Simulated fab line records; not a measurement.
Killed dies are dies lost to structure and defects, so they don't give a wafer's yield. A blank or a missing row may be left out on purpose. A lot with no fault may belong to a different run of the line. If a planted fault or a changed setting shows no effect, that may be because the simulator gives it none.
What tool caused it? :: flow n5_finfet :: 12 lots with 36 wafers sampled at 5 steps, on a route of 1938 steps

## WHAT THE GAUGES SHOWED, per wafer
N5_BEOL_M14_INSPECT_12: inspects for defects (macro).
lot: L075
measured: day 11 08:52
on: defect_inspect-02
raw_defect_count: 1 1 1

lot: L077
measured: day 12 05:25
on: defect_inspect-01
raw_defect_count: 2 4 3

lot: L078
measured: day 12 13:49
on: defect_inspect-01
raw_defect_count: 3 1 2

lot: L081
measured: day 13 02:26
on: defect_inspect-02
raw_defect_count: 1 2 2

lot: L082
measured: day 13 08:35
on: defect_inspect-02
raw_defect_count: 0 1 1

lot: L085
measured: day 13 23:31
on: defect_inspect-02
raw_defect_count: 0 1 4

lot: L087
measured: day 14 13:55
on: defect_inspect-01
raw_defect_count: 0 3 2

lot: L091
measured: day 14 22:56
on: defect_inspect-02
raw_defect_count: 0 2 4

lot: L090
measured: day 15 14:35
on: defect_inspect-02
raw_defect_count: 1 5 4

lot: L093
measured: day 16 11:35
on: defect_inspect-01
raw_defect_count: 0 4 1

lot: L096
measured: day 17 05:56
on: defect_inspect-01
raw_defect_count: 6 2 2

lot: L097
measured: day 17 21:39
on: defect_inspect-02
raw_defect_count: 2 4 1

## EACH LOT AND THE TOOL THAT RAN IT (in order: tool; ch and the chambers of the sampled wafers; start)
lot: L075
N5_BEOL_M13_STRIP_37: plasma_asher-01 ch 0, day 11 06:13
N5_BEOL_M13_PRE_CLEAN_42: pvd_sputter-02, day 11 06:56
N5_BEOL_M13_SPUTTER_43: pvd_sputter-02, day 11 06:58
N5_BEOL_M13_SPUTTER_45: pvd_sputter-02, day 11 07:08

lot: L077
N5_BEOL_M13_STRIP_37: plasma_asher-01 ch 0,1, day 12 01:48
N5_BEOL_M13_PRE_CLEAN_42: pvd_sputter-02, day 12 03:34
N5_BEOL_M13_SPUTTER_43: pvd_sputter-02, day 12 03:37
N5_BEOL_M13_SPUTTER_45: pvd_sputter-02, day 12 03:46

lot: L078
N5_BEOL_M13_STRIP_37: plasma_asher-02 ch 0,1, day 12 11:32
N5_BEOL_M13_PRE_CLEAN_42: pvd_sputter-02, day 12 11:52
N5_BEOL_M13_SPUTTER_43: pvd_sputter-02, day 12 11:55
N5_BEOL_M13_SPUTTER_45: pvd_sputter-02, day 12 12:04

lot: L081
N5_BEOL_M13_STRIP_37: plasma_asher-01 ch 0,1, day 12 23:09
N5_BEOL_M13_PRE_CLEAN_42: pvd_sputter-01, day 13 00:29
N5_BEOL_M13_SPUTTER_43: pvd_sputter-01, day 13 00:31
N5_BEOL_M13_SPUTTER_45: pvd_sputter-01, day 13 00:41

lot: L082
N5_BEOL_M13_STRIP_37: plasma_asher-02 ch 0,1, day 13 04:10
N5_BEOL_M13_PRE_CLEAN_42: pvd_sputter-01, day 13 06:37
N5_BEOL_M13_SPUTTER_43: pvd_sputter-01, day 13 06:40
N5_BEOL_M13_SPUTTER_45: pvd_sputter-01, day 13 06:49

lot: L085
N5_BEOL_M13_STRIP_37: plasma_asher-01 ch 0,1, day 13 20:56
N5_BEOL_M13_PRE_CLEAN_42: pvd_sputter-02, day 13 21:42
N5_BEOL_M13_SPUTTER_43: pvd_sputter-02, day 13 21:44
N5_BEOL_M13_SPUTTER_45: pvd_sputter-02, day 13 21:54

lot: L087
N5_BEOL_M13_STRIP_37: plasma_asher-01 ch 0,1, day 14 07:52
N5_BEOL_M13_PRE_CLEAN_42: pvd_sputter-02, day 14 11:58
N5_BEOL_M13_SPUTTER_43: pvd_sputter-02, day 14 12:01
N5_BEOL_M13_SPUTTER_45: pvd_sputter-02, day 14 12:10

lot: L091
N5_BEOL_M13_STRIP_37: plasma_asher-01 ch 0,1, day 14 19:10
N5_BEOL_M13_PRE_CLEAN_42: pvd_sputter-01, day 14 20:50
N5_BEOL_M13_SPUTTER_43: pvd_sputter-01, day 14 20:52
N5_BEOL_M13_SPUTTER_45: pvd_sputter-01, day 14 21:02

lot: L090
N5_BEOL_M13_STRIP_37: plasma_asher-02 ch 0,1, day 15 04:17
N5_BEOL_M13_PRE_CLEAN_42: pvd_sputter-02, day 15 05:11
N5_BEOL_M13_SPUTTER_43: pvd_sputter-02, day 15 05:13
N5_BEOL_M13_SPUTTER_45: pvd_sputter-02, day 15 05:23

lot: L093
N5_BEOL_M13_STRIP_37: plasma_asher-02 ch 0,1, day 16 03:52
N5_BEOL_M13_PRE_CLEAN_42: pvd_sputter-01, day 16 09:41
N5_BEOL_M13_SPUTTER_43: pvd_sputter-01, day 16 09:43
N5_BEOL_M13_SPUTTER_45: pvd_sputter-01, day 16 09:53

lot: L096
N5_BEOL_M13_STRIP_37: plasma_asher-01 ch 0,1, day 17 03:18
N5_BEOL_M13_PRE_CLEAN_42: pvd_sputter-01, day 17 03:39
N5_BEOL_M13_SPUTTER_43: pvd_sputter-01, day 17 03:41
N5_BEOL_M13_SPUTTER_45: pvd_sputter-01, day 17 03:51

lot: L097
N5_BEOL_M13_STRIP_37: plasma_asher-01 ch 0,1, day 17 12:41
N5_BEOL_M13_PRE_CLEAN_42: pvd_sputter-02, day 17 19:46
N5_BEOL_M13_SPUTTER_43: pvd_sputter-02, day 17 19:48
N5_BEOL_M13_SPUTTER_45: pvd_sputter-02, day 17 19:58
- N5_BEOL_M13_STRIP_37: strips in N2/H2.
- N5_BEOL_M13_PRE_CLEAN_42: time 30 s.
- N5_BEOL_M13_SPUTTER_43: material TaN, target thk 15 nm, time 24.19 s.
- N5_BEOL_M13_SPUTTER_45: material Cu, target thk 80 nm, time 13.33 s.

## THE ANSWER, worked out from the rows above alone
Rule: the usual values come from the lots themselves. Put in order of their means at a reading, lots are off if they are a third of the lots or fewer, leave a main group of 4 or more, and stand apart from it by a gap of 3 or more times the standard deviation of the main group's means; of several such gaps the widest counts. The tables above print the reading to a certain number of digits; a main group whose means all agree to those digits is not used. Also off: a lot with no number at a reading for which 4 or more lots have one. The other lots that the step has rows for count as sound.
None of the lots is off at any reading shown; this tells nothing.

## WHAT THE SIMULATOR HAD INSERTED
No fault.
